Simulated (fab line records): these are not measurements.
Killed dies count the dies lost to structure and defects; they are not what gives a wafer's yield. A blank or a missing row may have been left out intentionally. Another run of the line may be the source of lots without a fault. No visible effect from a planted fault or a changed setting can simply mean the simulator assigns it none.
Struck lot and sound lot, side by side :: flow n5 finfet :: 36 out of 1938 route steps
Sound: these wafers, L294.2, L294.3, L294.6. Wafers struck: L292.2, L292.5, L292.6. At the end, the cause is stated.
For every step that has rows: the tool of each side, followed by ch and its chambers, followed by its first start. Under that, the readings that differ: sound wafers :: struck wafers :: difference of the means :: sigmas: that difference in standard deviations of wafers without a fault.
alike: same words and numbers on both sides, and readings whose means sit less than 2 such deviations apart. not compared: any withheld reading, any reading some wafer has no value for, any bound like >300 that may hide the same value, and any number with overlapping values for which the record gives no deviation.
The two part at a step that has a row with sigmas, a row that says differs or no value, or rows on one side only. Non-overlapping numbers with no deviation appear without sigmas and do not part them. A reading that every wafer of one side lacks parts them only if that side has two wafers or more.

first, 11 steps without rows for these wafers: N5_BEOL_M9_DESCUM_33 (chemistry O2, time 7 s); N5_BEOL_M9_ETCH_76 (etches underlayer in N2/H2, target depth 6.5 nm, time 5.2 s); N5_BEOL_M9_ETCH_65 (etches SiARC in CF4, target depth 15.6 nm, time 26 s); N5_BEOL_M9_ETCH_66 (etches SOC in N2/H2, target depth 80 nm, overetch 16 nm, time 120 s); N5_BEOL_M9_STRIP_69 (strips in N2/H2); N5_BEOL_M9_STRIP_77 (strips in N2/H2); N5_BEOL_M9_VIA_ETCH_34 (etches SiCOH lowk in C4F6/O2, target depth 182.4 nm, time 68.4 s); N5_BEOL_M9_STRIP_73 (strips in C4F6/O2); N5_BEOL_M9_STRIP_36 (strips in N2/H2); N5_BEOL_M9_TRENCH_ETCH_37 (etches SiCOH lowk in C4F6/O2, target depth 151.43 nm, time 49 s); N5_BEOL_M9_ETCH_41 (etches SiCN in CH3F/O2, target depth 36.6 nm, time 70.1 s).
N5_BEOL_M9_STRIP_80: strips in N2/H2, time 10 s.
  sound on rie diel-01 ch 0,2,3, day 14 13:29; struck on rie diel-06 ch 0,3, day 13 07:37
  alike: drypump motor current A, h2 flow sccm, oes product au, rf vpp V, showerhead plenum p Torr, throttle valve pct
  not compared: rf hours counter h
then, 23 steps without rows for these wafers: N5_BEOL_M9_HM_STRIP_39 (strips TiN in peroxide tin strip, target depth 25 nm, time 158 s); N5_BEOL_M9_SRD_40 (time 30 s); N5_BEOL_M9_PRECLEAN_42 (cleans in residue remover, time 60 s); N5_BEOL_M9_SRD_43 (time 30 s); N5_BEOL_M9_CURE_72 (cures SiCOH lowk, time 120 s); N5_BEOL_M9_DEGAS_44 (time 60 s); N5_BEOL_M9_PRE_CLEAN_45 (time 30 s); N5_BEOL_M9_ALD_74 (deposits TaN, target thk 2 nm, pulse time 2 s, purge time 3 s); N5_BEOL_M9_SURFACE_TREAT_79; N5_BEOL_M9_CVD_78 (deposits Co from CCTBA/H2, target thk 2 nm, time 138.9 s); N5_BEOL_M9_SPUTTER_48 (material Cu, target thk 12 nm, time 2 s); N5_BEOL_M9_ECD_50 (material Cu, target thk 318 nm); N5_BEOL_M9_ANNEAL_51 (time 90 s); N5_BEOL_M9_CMP_52 (polishes, stops on SiCOH lowk, t overpolish 7 s, target thk 140 nm); N5_BEOL_M9_PRE_CLEAN_55 (time 15 s); N5_BEOL_M9_DEP_56 (deposits SiCN from 3MS/NH3, target thk 15 nm, time 26.5 s); N5_BEOL_M10_ILD_DEP_00 (deposits SiCOH lowk from DEMS/porogen, target thk 308.51 nm, time 58 s); N5_BEOL_M10_CURE_71 (cures SiCOH lowk, time 240 s); N5_BEOL_M10_PECVD_70 (deposits SiO2 from TEOS/O2, target thk 20 nm, time 22.7 s); N5_BEOL_M10_HM_DEP_02 (deposits TiN, target thk 20 nm); N5_BEOL_M10_COAT_59 (time 60 s, resist thk 100 nm); N5_BEOL_M10_COAT_60 (time 60 s, resist thk 30 nm); N5_BEOL_M10_COAT_05 (resist thk 90 nm).
-- a jump in the record: the struck wafers' starts before and after are 3 days apart (it breaks off in module BEOL_M10 and resumes in module PASSIVATION, where the first step shown is number 1936 of the route) --
N5_PASSIVATION_PROBE_49:
  struck on prober-01, day 15 22:53; sound on prober-01, day 16 21:37
reading: defect limited yield (%)
sound: 92.0 90.9 90.4
struck: 82.5 86.4 85.0
difference: -6.5
sigmas: -5

reading: killed_at_M4_up
sound: 7 10 7
struck: 122 109 109
difference: +105
sigmas: +18

reading: killed at contacts
sound: 35 22 22
struck: 11 3 8
difference: -19
sigmas: -3

reading: killed dies
sound: 94 107 113
struck: 206 161 177
difference: +77
sigmas: +5

reading: killed on rim
sound: 15 9 17
struck: 27 24 26
difference: +12
sigmas: +3

reading: sort_bin_5_function (%)
sound: 4.9 4.9 5.3
struck: 10.3 9.9 9.1
difference: +4.7
sigmas: +5

reading: sort n pass
sound: 1086 1073 1067
struck: 974 1019 1003
difference: -77
sigmas: -5

reading: sort yield pct (%)
sound: 92.0 90.9 90.4
struck: 82.5 86.4 85.0
difference: -6.5
sigmas: -5
  alike: killed_at_M0_to_M3, killed at front end, killed at other, killed open, killed short, sort_bin_6_memory

## WHERE THEY PART
Only at N5_PASSIVATION_PROBE_49, as far as this record shows.

WHY: the cause the simulator had injected
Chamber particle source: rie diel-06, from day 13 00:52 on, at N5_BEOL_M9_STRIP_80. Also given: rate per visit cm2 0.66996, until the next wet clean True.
